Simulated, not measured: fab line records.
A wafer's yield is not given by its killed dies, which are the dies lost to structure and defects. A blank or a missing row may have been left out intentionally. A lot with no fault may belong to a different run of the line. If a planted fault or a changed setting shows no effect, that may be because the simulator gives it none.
Struck lot and sound lot, side by side / flow n5Finfet / 37 steps out of a route of 1938
Sound: wafers L615.1, L615.2, L615.3. Wafers struck: L619.1, L619.4, L619.5. The cause is named last.
Order at every step that has rows: each side's tool, ch and its chambers, its first start. Under that, the readings that differ: sound wafers / struck wafers / difference of the means / sigmas: that difference in standard deviations of wafers without a fault.
alike: words and numbers the same on both sides, and readings whose means are apart by under 2 such deviations; not compared: readings that were withheld, readings missing a value for some wafer, numbers with overlapping values and no deviation given by the record, and bounds like >300 which may hide the same value.
The two part at a step that has a row with sigmas, a row that says differs or no value, or rows on one side only. When numbers do not overlap yet have no deviation, they are printed without sigmas and do not part them. Lack of a reading on every wafer of one side parts them only where that side has two or more wafers.

first, 9 steps without rows for these wafers: N5_BEOL_M4_ANNEAL_95 (time 240 s); N5_BEOL_M4_SPUTTER_96 (material Cu, target thk 4.5 nm, time 8.29 s); N5_BEOL_M4_ECD_50 (material Cu, target thk 300 nm); N5_BEOL_M4_ANNEAL_51 (time 90 s); N5_BEOL_M4_CMP_52 (polishes, stops on SiOC, t overpolish 6.8 s, target thk 40 nm); N5_BEOL_M4_PRE_CLEAN_60 (time 15 s); N5_BEOL_M4_CO_CAP_55 (material Co, precursor CCTBA/H2, target thk 2 nm, time 102.1 s); N5_BEOL_M4_PRE_CLEAN_56 (time 15 s); N5_BEOL_M4_DEP_57 (deposits SiCN from 3MS/NH3, target thk 8 nm, time 14 s).
N5_BEOL_M4_RC_MEAS_101:
  sound on prober-02 ch 0, day 9 17:05; struck on prober-01 ch 0, day 11 02:39
  alike: DIBL_N, DIBL_P, IOFF_N, IOFF_P, ION_N, ION_P, SS_N, SS_P, VT_N, VT_P
then, 24 steps without rows for these wafers: N5_BEOL_M5_ILD_DEP_00 (deposits SiCOH lowk from DEMS/porogen, target thk 140.64 nm, time 25.9 s); N5_BEOL_M5_CURE_79 (cures SiCOH lowk, time 240 s); N5_BEOL_M5_PECVD_70 (deposits SiO2 from TEOS/O2, target thk 16 nm, time 18 s); N5_BEOL_M5_HM_DEP_02 (deposits TiN, target thk 20 nm); N5_BEOL_M5_COAT_59 (time 60 s, resist thk 60 nm); N5_BEOL_M5_COAT_60 (time 60 s, resist thk 12 nm); N5_BEOL_M5_COAT_71 (time 60 s, resist thk 5 nm); N5_BEOL_M5_COAT_05 (resist thk 30 nm); N5_BEOL_M5_EBR_07; N5_BEOL_M5_SOFTBAKE_06 (time 60 s); N5_BEOL_M5_EXPOSE_08 (exposes mask M5, target cd 28 nm); N5_BEOL_M5_PEB_09 (peb time 60 s); N5_BEOL_M5_DEVELOP_10 (develop time 30 s); N5_BEOL_M5_DESCUM_16 (chemistry O2, time 7 s); N5_BEOL_M5_ETCH_72 (etches underlayer in N2/H2, target depth 6.5 nm, time 5.2 s); N5_BEOL_M5_ETCH_61 (etches SiARC in CF4, target depth 15.6 nm, time 26 s); N5_BEOL_M5_ETCH_62 (etches SOC in N2/H2, target depth 75 nm, overetch 15 nm, time 112.5 s); N5_BEOL_M5_STRIP_63 (strips in N2/H2); N5_BEOL_M5_STRIP_73 (strips in N2/H2); N5_BEOL_M5_STRIP_64 (strips in CF4); N5_BEOL_M5_HM_OPEN_17 (chemistry Cl2/BCl3, target TiN, target depth 20 nm, overetch 6 nm); N5_BEOL_M5_STRIP_19 (strips in O2); N5_BEOL_M5_COAT_65 (time 60 s, resist thk 60 nm); N5_BEOL_M5_COAT_66 (time 60 s, resist thk 12 nm).
-- record jumps: 3 days separate the struck wafers' starts on either side; left off in module BEOL_M5, taken up again in module BEOL_M13, whose first shown step is the route's number 1665 --
N5_BEOL_M13_EXPOSE_07: exposes mask V12.
  sound on krfScanner-02 ch 0, day 12 21:26; struck on krfScanner-02 ch 0, day 14 00:52
  alike: mask, exposureDoseMJCm2
N5_BEOL_M13_CD_MEAS_10: the cd target is 190 nm.
  sound on cdSem-01 ch 0, day 12 21:36; struck on cdSem-02 ch 0, day 14 01:02
reading=cdNm (nm); sound=186.9 188.7 190.1; struck=136.3 133.0 133.5; difference=-54.3; sigmas=-36
N5_PASSIVATION_PROBE_49:
  record: rows for the struck wafers here (prober-01, day 15 13:29), none for the sound ones

== WHERE THEY PART ==
First at N5_BEOL_M13_CD_MEAS_10; last, within this record, at N5_PASSIVATION_PROBE_49.

WHY: whatever the simulator had introduced
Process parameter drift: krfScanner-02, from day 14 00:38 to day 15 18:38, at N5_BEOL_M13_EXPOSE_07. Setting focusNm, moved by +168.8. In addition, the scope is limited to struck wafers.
